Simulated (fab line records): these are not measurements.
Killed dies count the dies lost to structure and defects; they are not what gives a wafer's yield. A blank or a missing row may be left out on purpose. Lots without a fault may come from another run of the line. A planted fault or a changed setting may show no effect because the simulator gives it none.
Chamber matching ; flow n5Finfet ; 4 sister chambers for N5_BEOL_M9_ETCH_66 on rieDiel-05
The step etches SOC in N2/H2, target depth 80 nm, overetch 16 nm, time 120 s. 8 wafers are shown with their chamber, then 11 later ones without.

WAFERS WITH THEIR CHAMBER
wafer;chamber;drypumpMotorCurrentA (A);showerheadPlenumPTorr (Torr)
L077.6;0;6.2;2.53
L083.6;1;5.2;2.48
L082.1;2;6.0;2.61
L082.5;1;5.2;2.48
L084.1;3;5.6;2.48
L084.4;3;5.6;2.48
L084.5;2;6.1;2.61
L089.1;0;6.2;2.52

WAFERS WHOSE CHAMBER IS MISSING
wafer;drypumpMotorCurrentA (A);showerheadPlenumPTorr (Torr)
L089.2;5.6;2.48
L089.4;6.0;2.61
L090.1;6.1;2.61
L090.2;6.1;2.52
L090.3;5.2;2.47
L092.1;6.1;2.61
L092.2;6.1;2.52
L092.3;5.6;2.48
L093.3;6.2;2.51
L093.4;6.2;2.51
L093.6;5.2;2.46

WHICH CHAMBER EACH WENT THROUGH
wafer;from the rows above;in truth
L089.2;3;3
L089.4;2;2
L090.1;2;2
L090.2;0;0
L090.3;1;1
L092.1;2;2
L092.2;0;0
L092.3;3;3
L093.3;0;0
L093.4;0;0
L093.6;1;1
Placed correctly: 11 of 11. Not placeable from these rows: 0. Placed wrongly: 0.
How it was worked out, from the rows above alone: a wafer's distance from a chamber is the root of the sum, over the readings, of the square of ((its reading less the chamber's mean) divided by the reading's scatter). The wafer belongs to the nearest chamber; if the next one is less than 2 further off, it can't be placed. A chamber's mean is the mean of its shown wafers. The scatter is the square root of a quotient: the sum, over the shown wafers, of each reading's squared deviation from its chamber's mean, divided by wafers minus chambers.
